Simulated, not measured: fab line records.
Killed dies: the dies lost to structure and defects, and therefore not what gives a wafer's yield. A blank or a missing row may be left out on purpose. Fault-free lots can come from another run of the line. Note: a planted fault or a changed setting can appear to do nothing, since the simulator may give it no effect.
Matching of chambers | flow nand harc | NHARC_A_STAIRCASE_DEP_301 on pecvd-02 has 3 sister chambers
The step deposits SiON, target thk 30 nm. 3 wafers are shown with their chamber, then 10 later ones without.

## WAFERS PAIRED WITH THEIR CHAMBERS
wafer  | chamber | heater power outer w (W)
L086.5 | 1       | 405
L090.1 | 2       | 442
L090.5 | 0       | 508

## WAFERS MISSING THEIR CHAMBER
wafer  | heater power outer w (W)
L090.6 | 455
L091.1 | 498
L091.3 | 447
L091.4 | 513
L092.1 | 410
L092.2 | 456
L092.4 | 412
L093.2 | 441
L093.3 | 446
L093.4 | 443

## EACH ONE'S CHAMBER
wafer  | from the rows above | in truth
L090.6 | 2                   | 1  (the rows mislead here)
L091.1 | 0                   | 0
L091.3 | 2                   | 2
L091.4 | 0                   | 0
L092.1 | 1                   | 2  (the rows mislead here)
L092.2 | 2                   | 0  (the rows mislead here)
L092.4 | 1                   | 1
L093.2 | 2                   | 2
L093.3 | 2                   | 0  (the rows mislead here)
L093.4 | 2                   | 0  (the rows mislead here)
Correctly placed: 5 of 10. Not placeable from these rows: 0. Number placed wrongly: 5.
How it was worked out, from the rows above alone: a wafer's distance from a chamber is the root of the sum, over the readings, of the square of ((its reading less the chamber's mean) divided by the reading's scatter). The wafer belongs to the nearest chamber; if the next one is less than 2 further off, it can't be placed. A chamber's mean is the mean of its shown wafers. The scatter: root of mean squared gap, hidden wafer to nearest shown wafer, with one shown wafer a chamber.
